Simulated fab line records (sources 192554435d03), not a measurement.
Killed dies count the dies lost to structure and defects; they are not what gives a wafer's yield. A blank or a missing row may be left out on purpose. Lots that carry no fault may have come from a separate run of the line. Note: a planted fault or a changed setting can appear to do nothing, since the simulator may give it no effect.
What tool caused it? | flow n5_finfet | 33 wafers from 11 lots sampled at 3 of the route's 1938 steps

## WHAT EACH GAUGE READ, for each wafer
N5_PASSIVATION_CD_MEAS_44: target cd 40000 nm.
lot  | measured     | on        | cd_nm (nm)
L255 | day 12 23:59 | cd_sem-03 | 39998 40000 40003
L257 | day 13 09:40 | cd_sem-01 | 40003 40001 40003
L254 | day 13 17:58 | cd_sem-03 | 40001 40001 40001
L256 | day 13 19:17 | cd_sem-03 | 40005 40000 40001
L262 | day 14 13:13 | cd_sem-02 | 40001 40002 39999
L258 | day 15 01:28 | cd_sem-01 | 40002 39998 39998
L259 | day 15 05:53 | cd_sem-03 | 40001 40002 40002
L268 | day 16 22:34 | cd_sem-02 | 40002 40002 40006
L271 | day 17 15:10 | cd_sem-01 | 40001 39999 40002
L275 | day 17 19:40 | cd_sem-01 | 40003 40003 40004
L273 | day 17 23:04 | cd_sem-01 | 40002 40008 40005

## WHAT TOOL EACH LOT RAN ON (gives the tool, then ch and the chambers of the sampled wafers, and finally the start)
lot  | N5_BEOL_M14_SPUTTER_43       | N5_PASSIVATION_AL_DEP_21
L255 | pvd_sputter-02, day 12 06:29 | pvd_sputter-01, day 12 21:32
L257 | pvd_sputter-01, day 12 16:16 | pvd_sputter-03, day 13 06:59
L254 | pvd_sputter-02, day 12 22:17 | pvd_sputter-01, day 13 15:36
L256 | pvd_sputter-01, day 13 02:47 | pvd_sputter-02, day 13 16:46
L262 | pvd_sputter-01, day 13 16:17 | pvd_sputter-01, day 14 10:22
L258 | pvd_sputter-02, day 14 06:27 | pvd_sputter-01, day 14 23:07
L259 | pvd_sputter-03, day 14 08:58 | pvd_sputter-02, day 15 03:32
L268 | pvd_sputter-03, day 16 03:52 | pvd_sputter-03, day 16 20:13
L271 | pvd_sputter-03, day 16 19:46 | pvd_sputter-03, day 17 12:49
L275 | pvd_sputter-02, day 17 01:44 | pvd_sputter-01, day 17 16:59
L273 | pvd_sputter-02, day 17 06:57 | pvd_sputter-02, day 17 20:44
- N5_BEOL_M14_SPUTTER_43: material TaN, target thk 15 nm, time 24.19 s.
- N5_PASSIVATION_AL_DEP_21: deposits Al, target thk 2800 nm, time 170 s.

## AS READ BY THE TOOLS THEMSELVES (means over the sampled wafers that have a number; for cases with no such wafer, the mark the record gives instead)
N5_BEOL_M14_SPUTTER_43.
lot  | tool           | bias_v (V) | throttle_valve_pct (%)
L255 | pvd_sputter-02 | 169.2      | 29.1
L257 | pvd_sputter-01 | 168.9      | 29.6
L254 | pvd_sputter-02 | 169.6      | 29.4
L256 | pvd_sputter-01 | 169.5      | 29.4
L262 | pvd_sputter-01 | 167.0      | 29.7
L258 | pvd_sputter-02 | 169.6      | 29.9
L259 | pvd_sputter-03 | 168.8      | 29.7
L268 | pvd_sputter-03 | 169.4      | 29.8
L271 | pvd_sputter-03 | 168.1      | 29.8
L275 | pvd_sputter-02 | 169.2      | 29.2
L273 | pvd_sputter-02 | 167.9      | 29.7

N5_PASSIVATION_AL_DEP_21.
lot  | tool           | throttle_valve_pct (%)
L255 | pvd_sputter-01 | 29.2
L257 | pvd_sputter-03 | 29.5
L254 | pvd_sputter-01 | 29.8
L256 | pvd_sputter-02 | 29.6
L262 | pvd_sputter-01 | 29.7
L258 | pvd_sputter-01 | 29.5
L259 | pvd_sputter-02 | 29.7
L268 | pvd_sputter-03 | 29.8
L271 | pvd_sputter-03 | 29.2
L275 | pvd_sputter-01 | 30.1
L273 | pvd_sputter-02 | 28.8

## THE ANSWER, worked out from the rows above alone
Rule: what is usual is taken from the lots themselves. Put in order of their means at a reading, lots are off if they are a third of the lots or fewer, leave a main group of 4 or more, and stand apart from it by a gap of 3 or more times the standard deviation of the main group's means; of several such gaps the widest counts. Not used: any main group whose means are identical at the precision the tables above print for the reading. Also off: a lot with no number at a reading for which 4 or more lots have one. The other lots that the step has rows for count as sound. The gauges are gone through in route order, then the tools' own readings, and for those a lot's mean is taken as printed above. The first step at which some lot is off is used, and at that step the reading that is off furthest; a lot without a number counts as furthest.
No lot is off at any reading shown: from this, nothing can be told.

## WHAT THE SIMULATOR PUT IN
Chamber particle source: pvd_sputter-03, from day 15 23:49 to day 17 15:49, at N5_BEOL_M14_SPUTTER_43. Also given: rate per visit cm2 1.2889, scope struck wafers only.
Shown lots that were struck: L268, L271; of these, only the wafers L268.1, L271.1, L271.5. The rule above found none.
